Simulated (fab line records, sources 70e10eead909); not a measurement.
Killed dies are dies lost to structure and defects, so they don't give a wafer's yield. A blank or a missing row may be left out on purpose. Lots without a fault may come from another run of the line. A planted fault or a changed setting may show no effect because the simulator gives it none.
Tool commonality check | flow nand_harc | 2 lots, 6 wafers sampled

WHY IT WAS OPENED
At NHARC_END_SORT_01 the reading killed_dies is flagged on 2 of 2 lots. Wafers without a fault read 60, standard deviation 12.
Rule: a lot is flagged when every wafer of it that has a number lies more than 4 standard deviations from that mean, or none has a number. The other lots count as sound.

lot  | measured     | on        | killed_dies, wafer by wafer | flag
L674 | day 27 07:25 | prober-01 | 141 140 142                 | FLAGGED
L673 | day 27 16:29 | prober-02 | 130 141 145                 | FLAGGED
The numbers of the flagged lots are 140 on average: +80 against the usual, or +7 standard deviations.

WHICH TOOL RAN EACH LOT
The record holds 3 process steps before the reading, out of a route of 1302 steps. In each cell: the tool, then ch and the chambers that the sampled wafers went through, then the start.
lot  | flag    | NHARC_A_CHANNEL_FILL_D2_CVD_18   | NHARC_THIN_TSV_PVD_51                   | NHARC_THIN_TSV_ETCH_36
L674 | FLAGGED | lpcvd_poly-02 ch 0, day 17 07:06 | pvd_sputter-01, day 26 22:50 or earlier | rie_metal-01 ch 0,1, day 26 22:50
L673 | FLAGGED | lpcvd_poly-02 ch 0, day 17 07:06 | pvd_sputter-01, day 27 08:05 or earlier | rie_metal-03 ch 0,1, day 27 08:05
What these steps do:
- NHARC_A_CHANNEL_FILL_D2_CVD_18: deposits poly-Si, target thk 3 nm.
- NHARC_THIN_TSV_PVD_51: deposits Cu, target thk 100 nm.
- NHARC_THIN_TSV_ETCH_36: etches the open film in Cl2/BCl3, target depth 65 nm, time 18.571 s.
- NHARC_END_SORT_01

FLAGGED OVER TOTAL, TOOL BY TOOL (the gauges that took the reading come last)
step                           | tool           | lots run | flagged | share of the flagged lots | sound lots run after its first flagged lot
NHARC_A_CHANNEL_FILL_D2_CVD_18 | lpcvd_poly-02  | 2        | 2       | all                       | 0
NHARC_THIN_TSV_PVD_51          | pvd_sputter-01 | 2        | 2       | all                       | 0
NHARC_THIN_TSV_ETCH_36         | rie_metal-01   | 1        | 1       | some                      | 0
NHARC_THIN_TSV_ETCH_36         | rie_metal-03   | 1        | 1       | some                      | 0
NHARC_END_SORT_01              | prober-01      | 1        | 1       | some                      | 0
NHARC_END_SORT_01              | prober-02      | 1        | 1       | some                      | 0
NHARC_THIN_TSV_PVD_51 gives no start for some lots, so the hours and the order of its lots are those of NHARC_THIN_TSV_ETCH_36.

WHAT THE TABLE ALLOWS
2 rows of the table ran every flagged lot: lpcvd_poly-02 at NHARC_A_CHANNEL_FILL_D2_CVD_18, pvd_sputter-01 at NHARC_THIN_TSV_PVD_51.
- lpcvd_poly-02 at NHARC_A_CHANNEL_FILL_D2_CVD_18: 2 of its 2 lots flagged. It ran no sound lot before its first flagged lot in this sample, so the start can't be narrowed down.
- pvd_sputter-01 at NHARC_THIN_TSV_PVD_51: 2 of its 2 lots flagged. It ran no sound lot before its first flagged lot in this sample, so the start can't be narrowed down.
Counting lots can't tell these 2 tools apart, because each fits a fault that began at some hour. More lots, or a look at what each step does to the wafer, might.

WHAT THE SIMULATOR HAD PUT IN
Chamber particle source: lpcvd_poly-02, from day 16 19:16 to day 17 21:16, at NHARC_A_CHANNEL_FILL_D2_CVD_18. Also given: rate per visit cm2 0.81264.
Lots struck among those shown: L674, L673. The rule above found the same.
